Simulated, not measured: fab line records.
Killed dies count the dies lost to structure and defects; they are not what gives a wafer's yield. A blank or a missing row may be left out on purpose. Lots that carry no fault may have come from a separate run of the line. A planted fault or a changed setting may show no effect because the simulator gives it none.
Split-lot trial	flow n5 finfet	39 wafers read from 7 lots, route of 1938 steps

## ABOUT THE SPLIT
At N5_DUMMY_GATE_ETCH_31 (etches SiO2 in C4F6/O2, target depth 82.5 nm, time 27.5 s), the setting target depth a was moved away from the recipe's 825 angstrom on 15 of the 39 wafers read, by -10.6% to +12.4%. For the rest of the wafers, this setting stayed at what the recipe calls for.

The split's own step is where the reading is taken.

## THE READING
SOC_of_DUMMY_GATE_COAT_34.thk nm (the simulator's own value, which no gauge read), in nm, at N5_DUMMY_GATE_ETCH_31 (etches SiO2 in C4F6/O2, target depth 82.5 nm, time 27.5 s). The file does not state a usual value for it. Average 51.9 nm, standard deviation 0.19 nm, over the 24 wafers here run with the recipe.

wafer	tool, chamber at the split	target depth a as run, angstrom	against the recipe	SOC_of_DUMMY_GATE_COAT_34.thk nm, nm	against lot-mates on the recipe
L074.1	rie diel-05, 3	825	recipe	52.2	-
L074.2	rie diel-05, 2	825	recipe	51.8	-
L074.4	rie diel-05, 2	825	recipe	52	-
L077.1	rie diel-02, 2	825	recipe	51.8	-
L077.2	rie diel-02, 0	825	recipe	51.8	-
L077.3	rie diel-02, 3	825	recipe	52	-
L077.4	rie diel-02, 1	825	recipe	52	-
L077.5	rie diel-02, 3	825	recipe	52	-
L077.6	rie diel-02, 2	825	recipe	51.6	-
L078.1	rie diel-02, 3	825	recipe	52.2	-
L078.2	rie diel-02, 1	881.7	+6.9%	51.2	-0.9
L078.3	rie diel-02, 0	825	recipe	51.8	-
L078.4	rie diel-02, 2	881.7	+6.9%	51.2	-0.9
L078.5	rie diel-02, 0	881.7	+6.9%	51.4	-0.7
L078.6	rie diel-02, 3	825	recipe	52.2	-
L079.1	rie diel-05, 1	825	recipe	51.8	-
L079.2	rie diel-05, 2	876.1	+6.2%	51.6	-0.4
L079.3	rie diel-05, 3	876.1	+6.2%	51.8	-0.2
L079.4	rie diel-05, 0	825	recipe	52	-
L079.5	rie diel-05, 3	825	recipe	52.2	-
L079.6	rie diel-05, 2	876.1	+6.2%	51.4	-0.6
L089.1	rie diel-04, 1	927.6	+12.4%	50.6	-1.1
L089.2	rie diel-04, 2	825	recipe	52	-
L089.3	rie diel-04, 0	927.6	+12.4%	50.8	-0.9
L089.4	rie diel-04, 3	825	recipe	51.4	-
L089.5	rie diel-04, 2	927.6	+12.4%	51	-0.7
L089.6	rie diel-04, 1	825	recipe	51.8	-
L091.1	rie diel-02, 3	737.9	-10.6%	53.2	+1.3
L091.2	rie diel-02, 0	737.9	-10.6%	52.8	+0.9
L091.3	rie diel-02, 2	825	recipe	51.8	-
L091.4	rie diel-02, 1	825	recipe	52	-
L091.5	rie diel-02, 3	737.9	-10.6%	53.2	+1.3
L091.6	rie diel-02, 2	825	recipe	51.8	-
L093.1	rie diel-05, 2	793.6	-3.8%	52.2	+0.3
L093.2	rie diel-05, 1	825	recipe	51.8	-
L093.3	rie diel-05, 0	825	recipe	52	-
L093.4	rie diel-05, 2	793.6	-3.8%	52.4	+0.5
L093.5	rie diel-05, 0	793.6	-3.8%	52.2	+0.3
L093.6	rie diel-05, 1	825	recipe	51.8	-

THE FIT
A straight line over all 39 wafers: SOC_of_DUMMY_GATE_COAT_34.thk nm changes by -0.0932 nm for each +1% of target depth a; r = -0.93; the points scatter about the line by 0.2 nm.
The same after taking each lot's own level away (the mean of its wafers on the recipe; 39 wafers): -0.0934 nm for each +1%; r = -0.93; scatter 0.19 nm.
According to that fit, moving target depth a by its largest amount changes the reading by 1.2 nm.
Measured against the standard deviation above, the lots' own levels, which go from 51.73 to 52.07 nm, span 1.7 times it.
So the lot-to-lot level changes the slope little: the two slopes agree.
Check: with one of the wafers moved furthest among these (+12.4%) left out of the fit, the line predicts -1.12 nm for it against its lot-mates. Against them it came out at -1.13 nm.

## THESE WAFERS: OTHER SPLITS
Other splits were also applied to these wafers ahead of the reading. Each is held against what the fit with the lots' levels taken away leaves over:
other split on the same wafers	wafers away from the commonest value	r with SOC_of_DUMMY_GATE_COAT_34.thk nm (lot level and that fit taken away)
N5_WELL_APT_IMPLANT_15 energy kev	15	+0.00
N5_FIN_CUT_CUT_ETCH_26 target depth a	12	+0.07

## THE WHOLE CHAIN: every reading that the file lists as answering this split, in the file's order
step	what it does	reading	change (the file's fit)	r (the file's)
N5_DUMMY_GATE_ETCH_31	etches SiO2 in C4F6/O2, target depth 82.5 nm, time 27.5 s	etch.depth nm (the simulator's own value, which no gauge read)	+0.844 nm for each +1% of the setting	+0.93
N5_DUMMY_GATE_ETCH_31	etches SiO2 in C4F6/O2, target depth 82.5 nm, time 27.5 s	SOC_of_DUMMY_GATE_COAT_34.thk nm (the simulator's own value, which no gauge read)	-0.0922 nm for each +1% of the setting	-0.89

## THE FILE'S OWN FIT
SOC_of_DUMMY_GATE_COAT_34.thk nm changes by -0.0922 nm for each +1% of target depth a, r = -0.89.
